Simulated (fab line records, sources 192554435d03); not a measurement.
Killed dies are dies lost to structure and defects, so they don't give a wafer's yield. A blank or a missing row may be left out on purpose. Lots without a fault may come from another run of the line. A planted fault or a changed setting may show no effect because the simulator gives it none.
A struck lot beside a sound one | flow n5_finfet | 15 steps out of a route of 1938
Sound: wafers L145.3, L145.5, L145.6. Struck: wafers L139.3, L139.5, L139.6. The cause comes at the end.
At each step with rows: each side's tool, then ch and its chambers, then its first start. Under that, the readings that differ: sound wafers | struck wafers | difference of the means | sigmas: that difference in standard deviations of wafers without a fault.
alike: readings whose means differ by less than 2 such deviations, and words and numbers that are the same on both sides. not compared: withheld readings, readings that some wafer has no value for, bounds like >300 that may hide the same value, and numbers for which the record gives no deviation and whose values overlap.
The two part at a step that has a row with sigmas, a row that says differs or no value, or rows on one side only. Numbers that don't overlap but have no deviation are shown without sigmas and don't part them. A reading that every wafer of one side lacks parts them only if that side has two wafers or more.

first, 11 steps without rows for these wafers: N5_DUMMY_GATE_ETCH_29 (etches underlayer in N2/H2, target depth 13 nm); N5_DUMMY_GATE_ETCH_36 (etches SiARC in CF4, target depth 13 nm); N5_DUMMY_GATE_ETCH_37 (etches SOC in N2/H2, target depth 60 nm, overetch 30 nm); N5_DUMMY_GATE_STRIP_38 (strips in N2/H2); N5_DUMMY_GATE_STRIP_39 (strips in N2/H2); N5_DUMMY_GATE_TRIM_49 (chemistry O2, time 29 s, target cd 14 nm); N5_DUMMY_GATE_STRIP_40 (strips in CF4); N5_DUMMY_GATE_ETCH_31 (etches SiO2 in C4F6/O2, target depth 82.5 nm, time 27.5 s); N5_DUMMY_GATE_STRIP_41 (strips in O2); N5_DUMMY_GATE_HM_OPEN_21 (chemistry CH3F/O2, target SiNx, target depth 120 nm, time 171.4 s); N5_DUMMY_GATE_ETCH_32 (etches SiO2 in CF4, target depth 3.5 nm, time 3.9 s).
N5_DUMMY_GATE_ETCH_23: etches poly-Si in HBr/Cl2/O2, target depth 41 nm, time 22.3 s.
  sound on rie_si-06 ch 1,2, day 7 14:18; struck on rie_si-02 ch 1,2,3, day 6 01:14
  no value came back on the struck wafers for any of 5 readings (HBr_flow_sccm (sccm), O2_flow_sccm (sccm) and others); on the sound wafers HBr_flow_sccm (sccm) reads 149.9 150.7 149.4
  reading                                       | sound        | struck       | difference | sigmas
  model.SiO2_of_DUMMY_GATE_PECVD_30.thk_nm (nm) | 38.4 39 39.4 | 40 42.4 40.4 | +2         |
  not compared: rf_hours_counter_h
N5_DUMMY_GATE_ETCH_44: etches poly-Si in HBr/O2, stops on SiO2, target depth 127.5 nm.
  sound on rie_si-06 ch 1,2, day 7 14:22; struck on rie_si-02 ch 1,2,3, day 6 01:17
  reading                                       | sound        | struck         | difference | sigmas
  model.SiO2_of_DUMMY_GATE_PECVD_30.thk_nm (nm) | 37.4 38 38.4 | 39.2 41.4 39.4 | +2.1       |
  alike: HBr_flow_sccm, O2_flow_sccm, drypump_motor_current_A, oes_product_au, throttle_valve_pct
  not compared: rf_hours_counter_h
N5_BEOL_M4_RC_MEAS_101:
  the record has rows for the sound wafers here (prober-01 ch 0, day 12 03:37) and none for the struck ones
N5_PASSIVATION_PROBE_49:
  the record has rows for the sound wafers here (prober-02, day 16 13:32) and none for the struck ones

WHERE THEY PART
First at N5_DUMMY_GATE_ETCH_23; last, within this record, at N5_PASSIVATION_PROBE_49.

WHY: what the simulator had put in
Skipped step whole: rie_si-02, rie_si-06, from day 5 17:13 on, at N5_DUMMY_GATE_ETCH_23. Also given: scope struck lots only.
